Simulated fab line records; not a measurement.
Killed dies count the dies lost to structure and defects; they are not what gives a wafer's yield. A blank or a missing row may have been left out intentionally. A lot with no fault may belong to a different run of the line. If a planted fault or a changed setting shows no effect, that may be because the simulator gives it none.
A lot that was struck, set against a sound lot	flow nand_harc	16 steps out of a route of 1302
Sound: wafers L527.1, L527.3, L527.4. Wafers struck: L536.2, L536.4, L536.5. Last of all comes the cause.
Per side, at each step with rows, come the tool, then ch with its chambers, and then its first start. Under that, the readings that differ: sound wafers	struck wafers	difference of the means	sigmas: that difference in standard deviations of wafers without a fault.
alike: readings with means less than 2 such deviations apart, plus words and numbers identical on both sides. not compared: withheld readings, readings lacking a value on some wafer, bounds such as >300 that could conceal the same value, and numbers that have no deviation in the record and whose values overlap.
The two part at a step that has a row with sigmas, a row that says differs or no value, or rows on one side only. Numbers that don't overlap but have no deviation are shown without sigmas and don't part them. A reading missing from all wafers of one side parts the sides only when that side holds two or more wafers.

NHARC_A_ONON_D2_THK_MEAS_08: measures by ellipsometry.
  sound: film_metro-01 at day 13 01:53; struck: film_metro-01 at day 16 14:53
  alike: thk_nm
then, no rows for these wafers at 1 step: NHARC_A_ONON_D2_DEP_09 (target thk 1000 nm).
NHARC_A_ONON_D2_THK_MEAS_11: measures by ellipsometry.
  sound: film_metro-02 at day 13 02:27; struck: film_metro-01 at day 16 15:28
reading	sound	struck	difference	sigmas
thk_nm (nm)	1025 1024 1024	998 995 996	-28	-3
then, no rows for these wafers at 1 step: NHARC_A_ONON_D2_DEP_12 (target thk 1000 nm).
NHARC_A_ONON_D2_THK_MEAS_14: measures by ellipsometry.
  sound: film_metro-02 at day 13 03:01; struck: film_metro-01 at day 16 16:01
  alike: thk_nm
then, 2 steps without rows for these wafers: NHARC_A_ONON_D2_ANNEAL_15 (time 3600 s); NHARC_A_ONON_D2_DEP_16 (target thk 1000 nm).
NHARC_A_ONON_D2_THK_MEAS_18: measures by ellipsometry.
  sound: film_metro-02 at day 13 10:29; struck: film_metro-01 at day 16 23:35
  alike: thk_nm
then, no rows for these wafers at 1 step: NHARC_A_ONON_D2_DEP_19 (target thk 1000 nm).
NHARC_A_ONON_D2_THK_MEAS_21: measures by ellipsometry.
  sound: film_metro-01 at day 13 11:02; struck: film_metro-01 at day 17 00:09
  alike: thk_nm
then, no rows for these wafers at 1 step: NHARC_A_ONON_D2_DEP_22 (target thk 1000 nm).
NHARC_A_ONON_D2_THK_MEAS_24: measures by ellipsometry.
  sound: film_metro-02 at day 13 11:36; struck: film_metro-01 at day 17 00:43
reading	sound	struck	difference	sigmas
thk_nm (nm)	997 996 998	1024 1023 1024	+27	+3
NHARC_A_ONON_D2_DEP_25: target thk 1000 nm.
  sound on pecvd_onon-02 ch 0, day 13 11:39; struck on pecvd_onon-04 ch 0, day 17 00:50
NHARC_A_ONON_D2_THK_MEAS_27: measures by ellipsometry.
  sound: film_metro-01 at day 13 12:10; struck: film_metro-01 at day 17 01:17
reading	sound	struck	difference	sigmas
thk_nm (nm)	999 999 1000	325 325 325	-674	-61
then, no rows for these wafers at 1 step: NHARC_A_ONON_D2_DEP_28 (target thk 1000 nm).
-- record jumps: 12 days between struck wafers' starts before vs after; left off in module A_ONON_D2, resumes in module END, first step shown is number 1302 of the route --
NHARC_END_SORT_01:
  only the struck wafers appear in the record here, on prober-02 ch 0 at day 28 22:22; the sound ones have no rows

== WHERE THEY PART ==
First at NHARC_A_ONON_D2_THK_MEAS_11; last, within this record, at NHARC_END_SORT_01.

WHY: what had been put in by the simulator
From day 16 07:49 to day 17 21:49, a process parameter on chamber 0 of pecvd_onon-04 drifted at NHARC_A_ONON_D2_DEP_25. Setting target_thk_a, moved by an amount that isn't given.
